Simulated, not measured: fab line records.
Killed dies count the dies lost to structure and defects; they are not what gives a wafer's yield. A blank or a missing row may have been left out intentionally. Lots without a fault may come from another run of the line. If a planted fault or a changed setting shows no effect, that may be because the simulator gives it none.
Matching of chambers || flow nandHarc || 4 sister chambers for NHARC_A_CHANNEL_FILL_D1_ETCHBACK_19 on rieSi-01
The step etches the open film in HBr/Cl2, target depth 5 nm, time 1.7 s. 8 wafers are shown with their chamber, then 10 later ones without.

== EACH WAFER AND ITS CHAMBER ==
{"wafer": "L077.6", "chamber": 3, "drypumpMotorCurrentA (A)": 6.3, "oesProductAu (a.u.)": 1.004}
{"wafer": "L083.1", "chamber": 3, "drypumpMotorCurrentA (A)": 6.3, "oesProductAu (a.u.)": 1.008}
{"wafer": "L083.6", "chamber": 1, "drypumpMotorCurrentA (A)": 4.7, "oesProductAu (a.u.)": 0.996}
{"wafer": "L085.2", "chamber": 1, "drypumpMotorCurrentA (A)": 4.7, "oesProductAu (a.u.)": 0.994}
{"wafer": "L085.3", "chamber": 0, "drypumpMotorCurrentA (A)": 5.5, "oesProductAu (a.u.)": 0.984}
{"wafer": "L085.4", "chamber": 2, "drypumpMotorCurrentA (A)": 6.3, "oesProductAu (a.u.)": 0.997}
{"wafer": "L086.1", "chamber": 0, "drypumpMotorCurrentA (A)": 5.5, "oesProductAu (a.u.)": 0.993}
{"wafer": "L086.4", "chamber": 2, "drypumpMotorCurrentA (A)": 6.2, "oesProductAu (a.u.)": 0.988}

== WAFERS MISSING THEIR CHAMBER ==
{"wafer": "L086.6", "drypumpMotorCurrentA (A)": 5.5, "oesProductAu (a.u.)": 1.009}
{"wafer": "L089.3", "drypumpMotorCurrentA (A)": 6.3, "oesProductAu (a.u.)": 0.985}
{"wafer": "L089.4", "drypumpMotorCurrentA (A)": 4.7, "oesProductAu (a.u.)": 0.989}
{"wafer": "L089.5", "drypumpMotorCurrentA (A)": 4.7, "oesProductAu (a.u.)": 0.999}
{"wafer": "L092.1", "drypumpMotorCurrentA (A)": 5.5, "oesProductAu (a.u.)": 0.997}
{"wafer": "L092.2", "drypumpMotorCurrentA (A)": 4.7, "oesProductAu (a.u.)": 0.990}
{"wafer": "L092.5", "drypumpMotorCurrentA (A)": 4.7, "oesProductAu (a.u.)": 0.997}
{"wafer": "L095.2", "drypumpMotorCurrentA (A)": 4.7, "oesProductAu (a.u.)": 1.014}
{"wafer": "L095.5", "drypumpMotorCurrentA (A)": 4.6, "oesProductAu (a.u.)": 1.007}
{"wafer": "L095.6", "drypumpMotorCurrentA (A)": 6.2, "oesProductAu (a.u.)": 0.994}

== THE CHAMBER EACH PASSED THROUGH ==
{"wafer": "L086.6", "from the rows above": 0, "in truth": 0}
{"wafer": "L089.3", "from the rows above": 2, "in truth": 2}
{"wafer": "L089.4", "from the rows above": 1, "in truth": 1}
{"wafer": "L089.5", "from the rows above": 1, "in truth": 1}
{"wafer": "L092.1", "from the rows above": 0, "in truth": 0}
{"wafer": "L092.2", "from the rows above": 1, "in truth": 1}
{"wafer": "L092.5", "from the rows above": 1, "in truth": 1}
{"wafer": "L095.2", "from the rows above": 1, "in truth": 1}
{"wafer": "L095.5", "from the rows above": 1, "in truth": 1}
{"wafer": "L095.6", "from the rows above": 2, "in truth": 2}
10 of 10 placed correctly. Can't be placed from these rows: 0. Number placed wrongly: 0.
How it was worked out, from the rows above alone: a wafer's distance from a chamber is the root of the sum, over the readings, of the square of ((its reading less the chamber's mean) divided by the reading's scatter). The wafer belongs to the nearest chamber; if the next one is less than 2 further off, it can't be placed. The mean given for a chamber averages the wafers shown for that chamber. The scatter: the root of (the sum of the squares of (reading less its chamber's mean) over the shown wafers, divided by (wafers less chambers)).
